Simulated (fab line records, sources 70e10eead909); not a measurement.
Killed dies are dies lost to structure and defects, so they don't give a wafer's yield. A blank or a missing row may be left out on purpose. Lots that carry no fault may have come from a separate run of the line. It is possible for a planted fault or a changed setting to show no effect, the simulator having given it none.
fab line records :: flow nandHarc
record
  lots=13
  wafers=39
  lastDay=33
route steps=1302 shown A_CHANNEL_HOLE_D2@607 A_CHANNEL_FILL_D2@613
lots that met no fault: taken from a fault-free run of the same line
startH: the number of hours between the record's first day and the start of the first shown wafer of the lot :: waitH: hours since the lot's step before :: " the same as in the row above :: L1.1+2: one row covering several wafers at once :: - value missing, or start not given :: * or withheld: withheld :: < > ~ a bound
route shown NAME@n: NAME is a module with steps in the file, n the number in the route of the first one :: usual: average and standard deviation across the fault-free wafers :: same: alike in all rows :: chamber/n: place in a boat :: sites: each site's reading :: _std_site: standard deviation across them :: _edge_site: mean of outer sites minus mean of inner sites :: radiusMm: for every site, how far away it sits from the centre of the wafer :: mask NAME#n: copy n :: behind: the tool/chamber that last shaped the wafer :: hold: cause of the lot's hold/its duration in hours/its outcome :: device: transistor that didn't switch, given as n, p or np :: end of line: tests of these same wafers at the route's end :: a step given without rows: its recipe and nothing more :: killed: the dies lost at the first sort to structure and to defects; this is not the yield of the wafer :: map: the dies of a wafer, with x for killed, . for not killed, _ for no die there
set.NAME: the run value of the setting; set.NAME@STEP: its run value at that earlier step :: model.NAME: the simulator's own value behind a step, which no gauge read
a sample of lots followed through the steps of the route, with each step as a table and each wafer as a row
services: a tool's chamber out of use, with start hour (startH, from the record's first day; less than 0 if before it), hours out, and reason
## steps
# step NHARC_A_CHANNEL_HOLE_D2_CD_MEAS_31
# usual
  cdNm=90.1/1.5
lot.wafer: L858.1
tool: cdSem-01
chamber: -
startH: 304.18
waitH: -
cdNm: 90.1

lot.wafer: L858.3
tool: cdSem-01
chamber: -
startH: 304.18
waitH: -
cdNm: 92.4

lot.wafer: L858.6
tool: cdSem-01
chamber: -
startH: 304.18
waitH: -
cdNm: 87.9

lot.wafer: L859.3
tool: cdSem-03
chamber: -
startH: 326.93
waitH: -
cdNm: 90.3

lot.wafer: L859.4
tool: cdSem-03
chamber: -
startH: 326.93
waitH: -
cdNm: 90.0

lot.wafer: L859.6
tool: cdSem-03
chamber: -
startH: 326.93
waitH: -
cdNm: 90.3

lot.wafer: L860.1
tool: cdSem-03
chamber: -
startH: 334.24
waitH: -
cdNm: 90.0

lot.wafer: L860.2
tool: cdSem-03
chamber: -
startH: 334.24
waitH: -
cdNm: 88.5

lot.wafer: L860.6
tool: cdSem-03
chamber: -
startH: 334.24
waitH: -
cdNm: 90.7

lot.wafer: L861.2
tool: cdSem-02
chamber: -
startH: 341.40
waitH: -
cdNm: 88.3

lot.wafer: L861.3
tool: cdSem-02
chamber: -
startH: 341.40
waitH: -
cdNm: 90.4

lot.wafer: L861.6
tool: cdSem-02
chamber: -
startH: 341.40
waitH: -
cdNm: 88.8

lot.wafer: L862.1
tool: cdSem-02
chamber: -
startH: 358.12
waitH: -
cdNm: 91.4

lot.wafer: L862.2
tool: cdSem-02
chamber: -
startH: 358.12
waitH: -
cdNm: 91.0

lot.wafer: L862.4
tool: cdSem-02
chamber: -
startH: 358.12
waitH: -
cdNm: 92.4

lot.wafer: L863.3
tool: cdSem-02
chamber: -
startH: 365.99
waitH: -
cdNm: 92.4

lot.wafer: L863.5
tool: cdSem-02
chamber: -
startH: 365.99
waitH: -
cdNm: 89.8

lot.wafer: L863.6
tool: cdSem-02
chamber: -
startH: 365.99
waitH: -
cdNm: 92.8

lot.wafer: L864.3
tool: cdSem-03
chamber: -
startH: 393.34
waitH: -
cdNm: 91.6

lot.wafer: L864.5
tool: cdSem-03
chamber: -
startH: 393.34
waitH: -
cdNm: 87.2

lot.wafer: L864.6
tool: cdSem-03
chamber: -
startH: 393.34
waitH: -
cdNm: 89.2

lot.wafer: L866.3
tool: cdSem-03
chamber: -
startH: 408.37
waitH: -
cdNm: 88.3

lot.wafer: L866.5
tool: cdSem-03
chamber: -
startH: 408.37
waitH: -
cdNm: 90.8

lot.wafer: L866.6
tool: cdSem-03
chamber: -
startH: 408.37
waitH: -
cdNm: 89.2

lot.wafer: L868.4
tool: cdSem-02
chamber: -
startH: 425.41
waitH: -
cdNm: 89.4

lot.wafer: L868.5
tool: cdSem-02
chamber: -
startH: 425.41
waitH: -
cdNm: 92.4

lot.wafer: L868.6
tool: cdSem-02
chamber: -
startH: 425.41
waitH: -
cdNm: 90.9

lot.wafer: L873.1
tool: cdSem-02
chamber: -
startH: 464.74
waitH: -
cdNm: 88.4

lot.wafer: L873.3
tool: cdSem-02
chamber: -
startH: 464.74
waitH: -
cdNm: 91.8

lot.wafer: L873.5
tool: cdSem-02
chamber: -
startH: 464.74
waitH: -
cdNm: 89.8

lot.wafer: L876.1
tool: cdSem-03
chamber: -
startH: 514.25
waitH: -
cdNm: 88.1

lot.wafer: L876.2
tool: cdSem-03
chamber: -
startH: 514.25
waitH: -
cdNm: 88.7

lot.wafer: L876.5
tool: cdSem-03
chamber: -
startH: 514.25
waitH: -
cdNm: 88.5

lot.wafer: L879.3
tool: cdSem-01
chamber: -
startH: 524.51
waitH: -
cdNm: 89.1

lot.wafer: L879.4
tool: cdSem-01
chamber: -
startH: 524.51
waitH: -
cdNm: 94.1

lot.wafer: L879.5
tool: cdSem-01
chamber: -
startH: 524.51
waitH: -
cdNm: 92.0

lot.wafer: L878.2
tool: cdSem-02
chamber: -
startH: 528.66
waitH: -
cdNm: 88.5

lot.wafer: L878.3
tool: cdSem-02
chamber: -
startH: 528.66
waitH: -
cdNm: 89.0

lot.wafer: L878.5
tool: cdSem-02
chamber: -
startH: 528.66
waitH: -
cdNm: 89.1
# step NHARC_A_CHANNEL_FILL_D2_ALD_03
# recipe
  targetThkA=60
  pulseTimeS=60
  aldCycles=58
  tempC=630
  pressureTorr=2
  material=SiNx
# usual
  precursorPulseHeightRel=0.998/0.02
# same
  aldCycles=58
  pulseTimeS=60
lot.wafer: L858.1
tool: aldSinBatch-03
chamber: 0
startH: -
waitH: -
precursorPulseHeightRel: 0.971

lot.wafer: L858.3
tool: aldSinBatch-03
chamber: 0
startH: -
waitH: -
precursorPulseHeightRel: 1.004

lot.wafer: L858.6
tool: aldSinBatch-03
chamber: 0
startH: -
waitH: -
precursorPulseHeightRel: 1.015

lot.wafer: L859.3
tool: aldSinBatch-01
chamber: 0
startH: -
waitH: -
precursorPulseHeightRel: 0.996

lot.wafer: L859.4
tool: aldSinBatch-01
chamber: 0
startH: -
waitH: -
precursorPulseHeightRel: 1.005

lot.wafer: L859.6
tool: aldSinBatch-01
chamber: 0
startH: -
waitH: -
precursorPulseHeightRel: 1.008

lot.wafer: L860.1
tool: aldSinBatch-03
chamber: 0
startH: -
waitH: -
precursorPulseHeightRel: 0.979

lot.wafer: L860.2
tool: aldSinBatch-03
chamber: 0
startH: -
waitH: -
precursorPulseHeightRel: 0.971

lot.wafer: L860.6
tool: aldSinBatch-03
chamber: 0
startH: -
waitH: -
precursorPulseHeightRel: 0.999

lot.wafer: L861.2
tool: aldSinBatch-02
chamber: 0
startH: -
waitH: -
precursorPulseHeightRel: 1.003

lot.wafer: L861.3
tool: aldSinBatch-02
chamber: 0
startH: -
waitH: -
precursorPulseHeightRel: 0.990

lot.wafer: L861.6
tool: aldSinBatch-02
chamber: 0
startH: -
waitH: -
precursorPulseHeightRel: 1.004

lot.wafer: L862.1
tool: aldSinBatch-02
chamber: 0
startH: -
waitH: -
precursorPulseHeightRel: 1.010

lot.wafer: L862.2
tool: aldSinBatch-02
chamber: 0
startH: -
waitH: -
precursorPulseHeightRel: 0.983

lot.wafer: L862.4
tool: aldSinBatch-02
chamber: 0
startH: -
waitH: -
precursorPulseHeightRel: 1.013

lot.wafer: L863.3
tool: aldSinBatch-02
chamber: 0
startH: -
waitH: -
precursorPulseHeightRel: 0.969

lot.wafer: L863.5
tool: aldSinBatch-02
chamber: 0
startH: -
waitH: -
precursorPulseHeightRel: 1.000

lot.wafer: L863.6
tool: aldSinBatch-02
chamber: 0
startH: -
waitH: -
precursorPulseHeightRel: 0.982

lot.wafer: L864.3
tool: aldSinBatch-01
chamber: 0
startH: -
waitH: -
precursorPulseHeightRel: 0.955

lot.wafer: L864.5
tool: aldSinBatch-01
chamber: 0
startH: -
waitH: -
precursorPulseHeightRel: 0.984

lot.wafer: L864.6
tool: aldSinBatch-01
chamber: 0
startH: -
waitH: -
precursorPulseHeightRel: 0.975

lot.wafer: L866.3
tool: aldSinBatch-02
chamber: 0
startH: -
waitH: -
precursorPulseHeightRel: 0.968

lot.wafer: L866.5
tool: aldSinBatch-02
chamber: 0
startH: -
waitH: -
precursorPulseHeightRel: 1.030

lot.wafer: L866.6
tool: aldSinBatch-02
chamber: 0
startH: -
waitH: -
precursorPulseHeightRel: 1.008

lot.wafer: L868.4
tool: aldSinBatch-02
chamber: 0
startH: -
waitH: -
precursorPulseHeightRel: 0.992

lot.wafer: L868.5
tool: aldSinBatch-02
chamber: 0
startH: -
waitH: -
precursorPulseHeightRel: 0.972

lot.wafer: L868.6
tool: aldSinBatch-02
chamber: 0
startH: -
waitH: -
precursorPulseHeightRel: 1.002

lot.wafer: L873.1
tool: aldSinBatch-01
chamber: 0
startH: -
waitH: -
precursorPulseHeightRel: 1.004

lot.wafer: L873.3
tool: aldSinBatch-01
chamber: 0
startH: -
waitH: -
precursorPulseHeightRel: 0.991

lot.wafer: L873.5
tool: aldSinBatch-01
chamber: 0
startH: -
waitH: -
precursorPulseHeightRel: 0.989

lot.wafer: L876.1
tool: aldSinBatch-03
chamber: 0
startH: -
waitH: -
precursorPulseHeightRel: 0.998

lot.wafer: L876.2
tool: aldSinBatch-03
chamber: 0
startH: -
waitH: -
precursorPulseHeightRel: 1.016

lot.wafer: L876.5
tool: aldSinBatch-03
chamber: 0
startH: -
waitH: -
precursorPulseHeightRel: 0.974

lot.wafer: L879.3
tool: aldSinBatch-02
chamber: 0
startH: -
waitH: -
precursorPulseHeightRel: 1.028

lot.wafer: L879.4
tool: aldSinBatch-02
chamber: 0
startH: -
waitH: -
precursorPulseHeightRel: 0.981

lot.wafer: L879.5
tool: aldSinBatch-02
chamber: 0
startH: -
waitH: -
precursorPulseHeightRel: 0.997

lot.wafer: L878.2
tool: aldSinBatch-03
chamber: 0
startH: -
waitH: -
precursorPulseHeightRel: 1.004

lot.wafer: L878.3
tool: aldSinBatch-03
chamber: 0
startH: -
waitH: -
precursorPulseHeightRel: 1.005

lot.wafer: L878.5
tool: aldSinBatch-03
chamber: 0
startH: -
waitH: -
precursorPulseHeightRel: 0.975
# step NHARC_A_CHANNEL_FILL_D2_ALD_15
# recipe
  targetThkA=20
  pulseTimeS=60
  aldCycles=19
  tempC=630
  pressureTorr=2
  material=SiNx
# usual
  precursorPulseHeightRel=0.999/0.019
# same
  aldCycles=19
  pulseTimeS=60
lot.wafer: L858.1
tool: aldSinBatch-02
chamber: 0
startH: -
waitH: -
precursorPulseHeightRel: 1.018

lot.wafer: L858.3
tool: aldSinBatch-02
chamber: 0
startH: -
waitH: -
precursorPulseHeightRel: 1.022

lot.wafer: L858.6
tool: aldSinBatch-02
chamber: 0
startH: -
waitH: -
precursorPulseHeightRel: 0.971

lot.wafer: L859.3
tool: aldSinBatch-01
chamber: 0
startH: -
waitH: -
precursorPulseHeightRel: 0.997

lot.wafer: L859.4
tool: aldSinBatch-01
chamber: 0
startH: -
waitH: -
precursorPulseHeightRel: 0.990

lot.wafer: L859.6
tool: aldSinBatch-01
chamber: 0
startH: -
waitH: -
precursorPulseHeightRel: 1.028

lot.wafer: L860.1
tool: aldSinBatch-01
chamber: 0
startH: -
waitH: -
precursorPulseHeightRel: 1.001

lot.wafer: L860.2
tool: aldSinBatch-01
chamber: 0
startH: -
waitH: -
precursorPulseHeightRel: 1.050

lot.wafer: L860.6
tool: aldSinBatch-01
chamber: 0
startH: -
waitH: -
precursorPulseHeightRel: 1.002

lot.wafer: L861.2
tool: aldSinBatch-03
chamber: 0
startH: -
waitH: -
precursorPulseHeightRel: 0.990

lot.wafer: L861.3
tool: aldSinBatch-03
chamber: 0
startH: -
waitH: -
precursorPulseHeightRel: 0.986

lot.wafer: L861.6
tool: aldSinBatch-03
chamber: 0
startH: -
waitH: -
precursorPulseHeightRel: 0.985

lot.wafer: L862.1
tool: aldSinBatch-01
chamber: 0
startH: -
waitH: -
precursorPulseHeightRel: 0.992

lot.wafer: L862.2
tool: aldSinBatch-01
chamber: 0
startH: -
waitH: -
precursorPulseHeightRel: 1.018

lot.wafer: L862.4
tool: aldSinBatch-01
chamber: 0
startH: -
waitH: -
precursorPulseHeightRel: 0.983

lot.wafer: L863.3
tool: aldSinBatch-01
chamber: 0
startH: -
waitH: -
precursorPulseHeightRel: 0.973

lot.wafer: L863.5
tool: aldSinBatch-01
chamber: 0
startH: -
waitH: -
precursorPulseHeightRel: 0.974

lot.wafer: L863.6
tool: aldSinBatch-01
chamber: 0
startH: -
waitH: -
precursorPulseHeightRel: 0.960

lot.wafer: L864.3
tool: aldSinBatch-03
chamber: 0
startH: -
waitH: -
precursorPulseHeightRel: 1.028

lot.wafer: L864.5
tool: aldSinBatch-03
chamber: 0
startH: -
waitH: -
precursorPulseHeightRel: 0.983

lot.wafer: L864.6
tool: aldSinBatch-03
chamber: 0
startH: -
waitH: -
precursorPulseHeightRel: 1.004

lot.wafer: L866.3
tool: aldSinBatch-01
chamber: 0
startH: -
waitH: -
precursorPulseHeightRel: 0.987

lot.wafer: L866.5
tool: aldSinBatch-01
chamber: 0
startH: -
waitH: -
precursorPulseHeightRel: 1.025

lot.wafer: L866.6
tool: aldSinBatch-01
chamber: 0
startH: -
waitH: -
precursorPulseHeightRel: 1.019

lot.wafer: L868.4
tool: aldSinBatch-03
chamber: 0
startH: -
waitH: -
precursorPulseHeightRel: 0.984

lot.wafer: L868.5
tool: aldSinBatch-03
chamber: 0
startH: -
waitH: -
precursorPulseHeightRel: 0.986

lot.wafer: L868.6
tool: aldSinBatch-03
chamber: 0
startH: -
waitH: -
precursorPulseHeightRel: 1.022

lot.wafer: L873.1
tool: aldSinBatch-01
chamber: 0
startH: -
waitH: -
precursorPulseHeightRel: 0.995

lot.wafer: L873.3
tool: aldSinBatch-01
chamber: 0
startH: -
waitH: -
precursorPulseHeightRel: 0.977

lot.wafer: L873.5
tool: aldSinBatch-01
chamber: 0
startH: -
waitH: -
precursorPulseHeightRel: 0.983

lot.wafer: L876.1
tool: aldSinBatch-02
chamber: 0
startH: -
waitH: -
precursorPulseHeightRel: 0.973

lot.wafer: L876.2
tool: aldSinBatch-02
chamber: 0
startH: -
waitH: -
precursorPulseHeightRel: 1.024

lot.wafer: L876.5
tool: aldSinBatch-02
chamber: 0
startH: -
waitH: -
precursorPulseHeightRel: 0.998

lot.wafer: L879.3
tool: aldSinBatch-01
chamber: 0
startH: -
waitH: -
precursorPulseHeightRel: 0.976

lot.wafer: L879.4
tool: aldSinBatch-01
chamber: 0
startH: -
waitH: -
precursorPulseHeightRel: 0.960

lot.wafer: L879.5
tool: aldSinBatch-01
chamber: 0
startH: -
waitH: -
precursorPulseHeightRel: 1.019

lot.wafer: L878.2
tool: aldSinBatch-03
chamber: 0
startH: -
waitH: -
precursorPulseHeightRel: 1.046

lot.wafer: L878.3
tool: aldSinBatch-03
chamber: 0
startH: -
waitH: -
precursorPulseHeightRel: 0.988

lot.wafer: L878.5
tool: aldSinBatch-03
chamber: 0
startH: -
waitH: -
precursorPulseHeightRel: 1.002
# step NHARC_A_CHANNEL_FILL_D2_ETCHBACK_19
# recipe
  targetDepthA=50
  timeS=1.7
  hbrFlowSccm=150
  cl2FlowSccm=50
  rfW=400
  icpW=400
  biasW=100
  chemistry=HBr/Cl2
# usual
  biasW=100.01/0.29
  drypumpMotorCurrentA=5.8/0.45
  heBacksideLeakSccm=2.72/0.26
  oesProductAu=1.002/0.012
  throttleValvePct=26.407/0.0095
lot.wafer: L858.3
tool: rieSi-01
chamber: 0
startH: 328.71
waitH: 0.4
biasW: 100.14
drypumpMotorCurrentA: 5.6
heBacksideLeakSccm: 2.60
oesProductAu: 1.004
rfHoursCounterH: 0.94
throttleValvePct: 26.416

lot.wafer: L858.1
tool: rieSi-01
chamber: 2
startH: 328.71
waitH: 0.4
biasW: 100.44
drypumpMotorCurrentA: 6.2
heBacksideLeakSccm: 2.94
oesProductAu: 0.976
rfHoursCounterH: 0.90
throttleValvePct: 26.418

lot.wafer: L858.6
tool: rieSi-01
chamber: 3
startH: 328.71
waitH: 0.4
biasW: 99.71
drypumpMotorCurrentA: 6.2
heBacksideLeakSccm: 2.76
oesProductAu: 1.002
rfHoursCounterH: -
throttleValvePct: 26.412

lot.wafer: L859.3
tool: rieSi-03
chamber: 3
startH: 352.50
waitH: 0.4
biasW: 99.83
drypumpMotorCurrentA: 5.7
heBacksideLeakSccm: 2.49
oesProductAu: 0.987
rfHoursCounterH: 0.56
throttleValvePct: 26.411

lot.wafer: L859.4
tool: rieSi-03
chamber: 0
startH: 352.50
waitH: 0.4
biasW: 100.03
drypumpMotorCurrentA: 5.6
heBacksideLeakSccm: 2.36
oesProductAu: 0.993
rfHoursCounterH: 0.62
throttleValvePct: 26.400

lot.wafer: L859.6
tool: rieSi-03
chamber: 2
startH: 352.50
waitH: 0.4
biasW: 100.10
drypumpMotorCurrentA: 5.6
heBacksideLeakSccm: 2.67
oesProductAu: 0.992
rfHoursCounterH: -
throttleValvePct: 26.402

lot.wafer: L860.2
tool: rieSi-01
chamber: 3
startH: 358.64
waitH: 0.4
biasW: 99.48
drypumpMotorCurrentA: 6.1
heBacksideLeakSccm: 2.67
oesProductAu: 1.000
rfHoursCounterH: 1.16
throttleValvePct: 26.416

lot.wafer: L860.1
tool: rieSi-01
chamber: 1
startH: 358.64
waitH: 0.4
biasW: 100.19
drypumpMotorCurrentA: 5.9
heBacksideLeakSccm: 3.07
oesProductAu: 0.968
rfHoursCounterH: 1.04
throttleValvePct: 26.404

lot.wafer: L860.6
tool: rieSi-01
chamber: 2
startH: 358.64
waitH: 0.4
biasW: 99.80
drypumpMotorCurrentA: 6.2
heBacksideLeakSccm: 2.81
oesProductAu: 0.974
rfHoursCounterH: -
throttleValvePct: 26.398

lot.wafer: L861.3
tool: rieSi-03
chamber: 0
startH: 365.78
waitH: 0.4
biasW: 100.31
drypumpMotorCurrentA: 5.5
heBacksideLeakSccm: 2.28
oesProductAu: 1.007
rfHoursCounterH: 0.69
throttleValvePct: 26.383

lot.wafer: L861.2
tool: rieSi-03
chamber: 1
startH: 365.78
waitH: 0.4
biasW: 100.05
drypumpMotorCurrentA: 6.6
heBacksideLeakSccm: 2.81
oesProductAu: 0.988
rfHoursCounterH: 0.67
throttleValvePct: 26.424

lot.wafer: L861.6
tool: rieSi-03
chamber: 0
startH: 365.78
waitH: 0.4
biasW: 100.04
drypumpMotorCurrentA: 5.5
heBacksideLeakSccm: 2.20
oesProductAu: 0.992
rfHoursCounterH: -
throttleValvePct: 26.395

lot.wafer: L862.4
tool: rieSi-03
chamber: 2
startH: 383.06
waitH: 0.4
biasW: 99.82
drypumpMotorCurrentA: 5.6
heBacksideLeakSccm: 2.77
oesProductAu: 1.009
rfHoursCounterH: 0.69
throttleValvePct: 26.393

lot.wafer: L862.1
tool: rieSi-03
chamber: 3
startH: 383.06
waitH: 0.4
biasW: 100.04
drypumpMotorCurrentA: 5.7
heBacksideLeakSccm: 2.84
oesProductAu: 0.985
rfHoursCounterH: 0.75
throttleValvePct: 26.406

lot.wafer: L862.2
tool: rieSi-03
chamber: 1
startH: 383.06
waitH: 0.4
biasW: 100.19
drypumpMotorCurrentA: 6.7
heBacksideLeakSccm: 2.70
oesProductAu: 0.984
rfHoursCounterH: 0.71
throttleValvePct: 26.414

lot.wafer: L863.3
tool: rieSi-02
chamber: 0
startH: 392.76
waitH: 0.4
biasW: 100.33
drypumpMotorCurrentA: 5.6
heBacksideLeakSccm: 2.25
oesProductAu: 0.996
rfHoursCounterH: 0.66
throttleValvePct: 26.406

lot.wafer: L863.6
tool: rieSi-02
chamber: 3
startH: 392.76
waitH: 0.4
biasW: 100.18
drypumpMotorCurrentA: 5.2
heBacksideLeakSccm: 2.95
oesProductAu: 1.024
rfHoursCounterH: -
throttleValvePct: 26.407

lot.wafer: L863.5
tool: rieSi-02
chamber: 0
startH: 392.76
waitH: 0.4
biasW: 100.33
drypumpMotorCurrentA: 5.6
heBacksideLeakSccm: 2.22
oesProductAu: 0.997
rfHoursCounterH: -
throttleValvePct: 26.404

lot.wafer: L864.3
tool: rieSi-01
chamber: 2
startH: 418.11
waitH: 0.4
biasW: 99.89
drypumpMotorCurrentA: 6.1
heBacksideLeakSccm: 2.86
oesProductAu: 0.999
rfHoursCounterH: 0.22
throttleValvePct: 26.396

lot.wafer: L864.5
tool: rieSi-01
chamber: 2
startH: 418.11
waitH: 0.4
biasW: 100.16
drypumpMotorCurrentA: 6.1
heBacksideLeakSccm: 2.97
oesProductAu: 0.997
rfHoursCounterH: -
throttleValvePct: 26.418

lot.wafer: L864.6
tool: rieSi-01
chamber: 3
startH: 418.11
waitH: 0.4
biasW: 99.90
drypumpMotorCurrentA: 6.1
heBacksideLeakSccm: 2.65
oesProductAu: 1.004
rfHoursCounterH: -
throttleValvePct: 26.415

lot.wafer: L866.3
tool: rieSi-02
chamber: 1
startH: 433.09
waitH: 0.4
biasW: 99.96
drypumpMotorCurrentA: 5.2
heBacksideLeakSccm: 2.99
oesProductAu: 1.014
rfHoursCounterH: 0.83
throttleValvePct: 26.415

lot.wafer: L866.5
tool: rieSi-02
chamber: 3
startH: 433.09
waitH: 0.4
biasW: 100.34
drypumpMotorCurrentA: 5.2
heBacksideLeakSccm: 2.95
oesProductAu: 1.025
rfHoursCounterH: -
throttleValvePct: 26.396

lot.wafer: L866.6
tool: rieSi-02
chamber: 0
startH: 433.09
waitH: 0.4
biasW: 99.91
drypumpMotorCurrentA: 5.6
heBacksideLeakSccm: 2.22
oesProductAu: 1.007
rfHoursCounterH: -
throttleValvePct: 26.406

lot.wafer: L868.4
tool: rieSi-01
chamber: 0
startH: 450.11
waitH: 0.4
biasW: 100.21
drypumpMotorCurrentA: 5.6
heBacksideLeakSccm: 2.46
oesProductAu: 0.990
rfHoursCounterH: 0.42
throttleValvePct: 26.411

lot.wafer: L868.6
tool: rieSi-01
chamber: 1
startH: 450.11
waitH: 0.4
biasW: 100.05
drypumpMotorCurrentA: 5.9
heBacksideLeakSccm: 3.02
oesProductAu: 0.999
rfHoursCounterH: -
throttleValvePct: 26.402

lot.wafer: L868.5
tool: rieSi-01
chamber: 2
startH: 450.11
waitH: 0.4
biasW: 99.75
drypumpMotorCurrentA: 6.2
heBacksideLeakSccm: 2.87
oesProductAu: 0.920
rfHoursCounterH: -
throttleValvePct: 26.415

lot.wafer: L873.3
tool: rieSi-03
chamber: 0
startH: 489.22
waitH: 0.4
biasW: 99.92
drypumpMotorCurrentA: 5.6
heBacksideLeakSccm: 2.37
oesProductAu: 0.990
rfHoursCounterH: 0.52
throttleValvePct: 26.410

lot.wafer: L873.1
tool: rieSi-03
chamber: 3
startH: 489.22
waitH: 0.4
biasW: 100.55
drypumpMotorCurrentA: 5.7
heBacksideLeakSccm: 2.54
oesProductAu: 0.973
rfHoursCounterH: 0.51
throttleValvePct: 26.402

lot.wafer: L873.5
tool: rieSi-03
chamber: 1
startH: 489.22
waitH: 0.4
biasW: 99.86
drypumpMotorCurrentA: 6.7
heBacksideLeakSccm: 2.79
oesProductAu: 1.002
rfHoursCounterH: -
throttleValvePct: 26.397

lot.wafer: L876.1
tool: rieSi-02
chamber: 0
startH: 538.16
waitH: 0.4
biasW: 99.52
drypumpMotorCurrentA: 5.6
heBacksideLeakSccm: 2.32
oesProductAu: 1.009
rfHoursCounterH: 0.51
throttleValvePct: 26.385

lot.wafer: L876.2
tool: rieSi-02
chamber: 1
startH: 538.16
waitH: 0.4
biasW: 99.47
drypumpMotorCurrentA: 5.1
heBacksideLeakSccm: 2.95
oesProductAu: 1.002
rfHoursCounterH: 0.54
throttleValvePct: 26.409

lot.wafer: L876.5
tool: rieSi-02
chamber: 2
startH: 538.16
waitH: 0.4
biasW: 99.90
drypumpMotorCurrentA: 6.6
heBacksideLeakSccm: 2.78
oesProductAu: 1.020
rfHoursCounterH: -
throttleValvePct: 26.412

lot.wafer: L879.4
tool: rieSi-02
chamber: 1
startH: 548.92
waitH: 0.4
biasW: 99.40
drypumpMotorCurrentA: 5.2
heBacksideLeakSccm: 3.03
oesProductAu: 1.011
rfHoursCounterH: 0.58
throttleValvePct: 26.402

lot.wafer: L879.3
tool: rieSi-02
chamber: 2
startH: 548.92
waitH: 0.4
biasW: 99.79
drypumpMotorCurrentA: 6.6
heBacksideLeakSccm: 2.67
oesProductAu: 1.012
rfHoursCounterH: 0.46
throttleValvePct: 26.411

lot.wafer: L879.5
tool: rieSi-02
chamber: 0
startH: 548.92
waitH: 0.4
biasW: 99.58
drypumpMotorCurrentA: 5.6
heBacksideLeakSccm: 2.33
oesProductAu: 1.008
rfHoursCounterH: -
throttleValvePct: 26.416

lot.wafer: L878.2
tool: rieSi-03
chamber: 2
startH: 552.62
waitH: 0.4
biasW: 100.29
drypumpMotorCurrentA: 5.6
heBacksideLeakSccm: 2.62
oesProductAu: 1.002
rfHoursCounterH: 0.96
throttleValvePct: 26.411

lot.wafer: L878.3
tool: rieSi-03
chamber: 0
startH: 552.62
waitH: 0.4
biasW: 100.61
drypumpMotorCurrentA: 5.6
heBacksideLeakSccm: 2.28
oesProductAu: 0.991
rfHoursCounterH: 0.89
throttleValvePct: 26.430

lot.wafer: L878.5
tool: rieSi-03
chamber: 3
startH: 552.62
waitH: 0.4
biasW: 100.16
drypumpMotorCurrentA: 5.7
heBacksideLeakSccm: 2.59
oesProductAu: 0.986
rfHoursCounterH: -
throttleValvePct: 26.394
## services
tool: rieSi-02
chamber: 0
startH: 286.00
hours: -
kind: clean

tool: rieSi-02
chamber: 1
startH: 286.00
hours: -
kind: clean

tool: rieSi-02
chamber: 2
startH: 286.00
hours: -
kind: clean

tool: rieSi-02
chamber: 3
startH: 286.00
hours: -
kind: clean

tool: rieSi-01
chamber: -
startH: 295.21
hours: 0.6
kind: repair

tool: rieSi-01
chamber: -
startH: 370.00
hours: 9.0
kind: pm

tool: rieSi-01
chamber: 0
startH: 370.00
hours: 9.0
kind: ventCycle

tool: rieSi-01
chamber: 1
startH: 370.00
hours: 9.0
kind: ventCycle

tool: rieSi-03
chamber: -
startH: 398.00
hours: 9.0
kind: pm

tool: rieSi-03
chamber: 0
startH: 398.00
hours: 9.0
kind: ventCycle

tool: rieSi-03
chamber: 1
startH: 398.00
hours: 9.0
kind: ventCycle

tool: rieSi-03
chamber: 2
startH: 398.00
hours: 9.0
kind: ventCycle

tool: rieSi-03
chamber: 3
startH: 398.00
hours: 9.0
kind: ventCycle

tool: rieSi-03
chamber: 0
startH: 407.00
hours: -
kind: clean

tool: rieSi-03
chamber: 1
startH: 407.00
hours: -
kind: clean

tool: rieSi-03
chamber: 2
startH: 407.00
hours: -
kind: clean

tool: rieSi-03
chamber: 3
startH: 407.00
hours: -
kind: clean

tool: rieSi-02
chamber: 0
startH: 415.83
hours: 2.7
kind: repair

tool: rieSi-03
chamber: -
startH: 431.54
hours: 2.2
kind: repair

tool: rieSi-02
chamber: -
startH: 454.00
hours: 9.0
kind: pm

tool: rieSi-02
chamber: 2
startH: 482.39
hours: 16.1
kind: repair

tool: aldSinBatch-01
chamber: -
startH: 506.00
hours: 26.0
kind: pm

tool: rieSi-03
chamber: 0
startH: 510.07
hours: 7.6
kind: repair

tool: rieSi-01
chamber: -
startH: 547.00
hours: 9.0
kind: pm
## key
firstSign
  step=NHARC_A_CHANNEL_FILL_D2_ETCHBACK_19
  reading=oesProductAu
  direction=down
  sigmas=6.6
  usual=1.002
  struck=0.920
effect none on later readings
metAt NHARC_A_CHANNEL_FILL_D2_ETCHBACK_19
struckLots L868
struckWafers L868.5
testerLeftOut L868
notActingAt NHARC_A_CHANNEL_HOLE_D2_CD_MEAS_31,NHARC_A_CHANNEL_FILL_D2_ALD_03,NHARC_A_CHANNEL_FILL_D2_ALD_15
onsetBetween 418.11 450.11
fault
  kind=processParameterDrift
  tool=rieSi-01
  chamber=-
  onsetH=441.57
  steps=NHARC_A_CHANNEL_FILL_D2_ETCHBACK_19
  channel=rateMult
  offset=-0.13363
  shape=step
  endH=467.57
  scope=struckWafersOnly
# testerLeftOut: of these lots the tester's yield and bins aren't shown, on N5 and GAA mostly nor the transistor test; their killed dies are dies lost to structure and defects alone, not to doping, threshold or leakage, so they don't give the yield
